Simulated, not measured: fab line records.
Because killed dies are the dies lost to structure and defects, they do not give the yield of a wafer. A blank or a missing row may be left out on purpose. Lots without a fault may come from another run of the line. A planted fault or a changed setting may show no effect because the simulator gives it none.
Which of the tools did it? :: flow nandHarc :: 6 lots (18 wafers sampled), 1 step of a 1302-step route

WHAT EACH GAUGE READ, for each wafer
NHARC_A_CHANNEL_HOLE_D1_INSPECT_12.
lot: L634
measured: day 9 02:13
on: defectInspect-02
rawDefectCount: 7 5 2

lot: L636
measured: day 10 19:16
on: defectInspect-01
rawDefectCount: 8 2 4

lot: L644
measured: day 12 21:26
on: defectInspect-02
rawDefectCount: 4 6 4

lot: L646
measured: day 14 02:07
on: defectInspect-01
rawDefectCount: 6 3 10

lot: L654
measured: day 17 06:47
on: defectInspect-01
rawDefectCount: 7 4 6

lot: L656
measured: day 18 16:35
on: defectInspect-01
rawDefectCount: 8 3 7

WHICH TOOL RAN EACH LOT (tool, then ch and the chambers of the sampled wafers, then the start)
There is no process step in the record ahead of these readings.

THE ANSWER, worked out from the rows above alone
Rule: what is usual is taken from the lots themselves. The widest of any qualifying gaps counts: lots, ordered by their means at a reading, are off when they make up no more than a third of the lots, leave a main group of 4 or more, and stand apart from it by 3 or more times the standard deviation of that group's means. If all means in a main group match to the digits the tables above print for the reading, that group is not used. Also off: a lot with no number at a reading for which 4 or more lots have one. Where the step has rows for the other lots, those lots are counted as sound.
No lot is off at any reading shown: from this, nothing can be told.

WHAT WAS PUT IN BY THE SIMULATOR
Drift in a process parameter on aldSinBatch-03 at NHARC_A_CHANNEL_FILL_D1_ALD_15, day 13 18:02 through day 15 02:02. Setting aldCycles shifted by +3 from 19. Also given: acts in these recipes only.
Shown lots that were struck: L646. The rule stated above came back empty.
